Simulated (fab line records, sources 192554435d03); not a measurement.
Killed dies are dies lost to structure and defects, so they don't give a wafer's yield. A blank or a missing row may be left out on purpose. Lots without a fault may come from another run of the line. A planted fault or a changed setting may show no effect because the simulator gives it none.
Split-lot experiment | flow n5_finfet | 7 lots, 21 wafers read, on a route of 1938 steps

THE SPLIT
At N5_BEOL_M2_COAT_61 (time 60 s, resist thk 60 nm), the setting spin_rpm was moved away from the recipe's 1500 rpm on 6 of the 21 wafers read, by -8.9% to +10.4%. The other wafers ran this setting at the recipe's value.

FROM THE SPLIT TO THE READING: what the file shows between them, 8 steps
- N5_BEOL_M2_COAT_62: time 60 s, resist thk 12 nm
- N5_BEOL_M2_COAT_73: time 60 s, resist thk 5 nm
- N5_BEOL_M2_ETCH_74: etches underlayer in N2/H2, target depth 6.5 nm, time 5.2 s
- N5_BEOL_M2_ETCH_63: etches SiARC in CF4, target depth 15.6 nm, time 26 s
- N5_BEOL_M2_ETCH_64: etches SOC in N2/H2, target depth 75 nm, overetch 22.5 nm, time 121.9 s
- N5_BEOL_M2_STRIP_65: strips in N2/H2
- N5_BEOL_M2_STRIP_75: strips in N2/H2
- N5_BEOL_M2_STRIP_66: strips in CF4

THE READING
SOC_of_BEOL_M2_COAT_61.thk_nm (the simulator's own value, which no gauge read), in nm, at N5_BEOL_M2_HM_OPEN_17 (chemistry Cl2/BCl3, target TiN, target depth 20 nm, overetch 6 nm). The file gives no usual value for it. The 15 wafers here that ran the recipe average 52.2 nm, standard deviation 0.21 nm.

wafer  | tool, chamber at the split | spin_rpm as run, rpm | against the recipe | SOC_of_BEOL_M2_COAT_61.thk_nm, nm | against lot-mates on the recipe
L076.1 | litho_track-02, 0          | 1500                 | recipe             | 52.4                              | -
L076.2 | litho_track-02, 0          | 1500                 | recipe             | 52.4                              | -
L076.4 | litho_track-02, 0          | 1500                 | recipe             | 52.2                              | -
L082.1 | litho_track-01, 0          | 1500                 | recipe             | 52                                | -
L082.2 | litho_track-01, 0          | 1500                 | recipe             | 51.8                              | -
L082.6 | litho_track-01, 0          | 1500                 | recipe             | 51.8                              | -
L089.2 | litho_track-01, 0          | 1656                 | +10.4%             | 49                                | -3.3
L089.3 | litho_track-01, 0          | 1500                 | recipe             | 52                                | -
L089.6 | litho_track-01, 0          | 1500                 | recipe             | 52.6                              | -
L093.4 | litho_track-02, 0          | 1500                 | recipe             | 52.2                              | -
L093.5 | litho_track-02, 0          | 1372                 | -8.5%              | 55.2                              | +3.0
L093.6 | litho_track-02, 0          | 1372                 | -8.5%              | 55                                | +2.8
L094.1 | litho_track-02, 0          | 1500                 | recipe             | 52.2                              | -
L094.5 | litho_track-02, 0          | 1500                 | recipe             | 52.2                              | -
L094.6 | litho_track-02, 0          | 1500                 | recipe             | 52.2                              | -
L092.1 | litho_track-02, 0          | 1500                 | recipe             | 52.2                              | -
L092.4 | litho_track-02, 0          | 1500                 | recipe             | 52.2                              | -
L092.5 | litho_track-02, 0          | 1367                 | -8.9%              | 55.2                              | +3.0
L096.1 | litho_track-02, 0          | 1392                 | -7.2%              | 54.2                              | +2.2
L096.2 | litho_track-02, 0          | 1392                 | -7.2%              | 54.4                              | +2.4
L096.6 | litho_track-02, 0          | 1500                 | recipe             | 52                                | -

THE FIT
A straight line over all 21 wafers: SOC_of_BEOL_M2_COAT_61.thk_nm changes by -0.322 nm for each +1% of spin_rpm; r = -0.99; the points scatter about the line by 0.22 nm.
The same after taking each lot's own level away (the mean of its wafers on the recipe; 21 wafers): -0.328 nm for each +1%; r = -1.00; scatter 0.13 nm.
On that fit, the largest move of spin_rpm shifts the reading by 3.4 nm.
The lots' own levels span 51.87 to 52.33 nm, that is 2.2 times the standard deviation above.
So the lot-to-lot level changes the slope little: the two slopes agree.
Check: with one of the wafers moved furthest among these (+10.4%) left out of the fit, the line predicts -3.47 nm for it against its lot-mates. It came out at -3.3 nm against them.

OTHER SPLITS ON THESE WAFERS
These wafers also went through other splits before the reading. Each is held against what the fit with the lots' levels taken away leaves over:
other split on the same wafers    | wafers away from the commonest value | r with SOC_of_BEOL_M2_COAT_61.thk_nm (lot level and that fit taken away)
N5_BEOL_M1_PECVD_72 time_s        | 10                                   | -0.19
N5_BEOL_M1_EXPOSE_08 dose_mj      | 9                                    | +0.33
N5_BEOL_M2_HM_DEP_02 target_thk_a | 7                                    | +0.26

THE WHOLE CHAIN: every reading that the file lists as answering this split, in the file's order
step                  | what it does                                                            | reading                                                                        | change (the file's fit)               | r (the file's)
N5_BEOL_M2_COAT_61    | time 60 s, resist thk 60 nm                                             | SOC_of_BEOL_M2_COAT_61.thk_nm (the simulator's own value, which no gauge read) | -0.316 nm for each +1% of the setting | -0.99
N5_BEOL_M2_ETCH_64    | etches SOC in N2/H2, target depth 75 nm, overetch 22.5 nm, time 121.9 s | etch.depth_nm (the simulator's own value, which no gauge read)                 | -0.314 nm for each +1% of the setting | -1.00
N5_BEOL_M2_HM_OPEN_17 | chemistry Cl2/BCl3, target TiN, target depth 20 nm, overetch 6 nm       | SOC_of_BEOL_M2_COAT_61.thk_nm (the simulator's own value, which no gauge read) | -0.328 nm for each +1% of the setting | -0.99

THE FILE'S OWN FIT
SOC_of_BEOL_M2_COAT_61.thk_nm changes by -0.328 nm for each +1% of spin_rpm, r = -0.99.
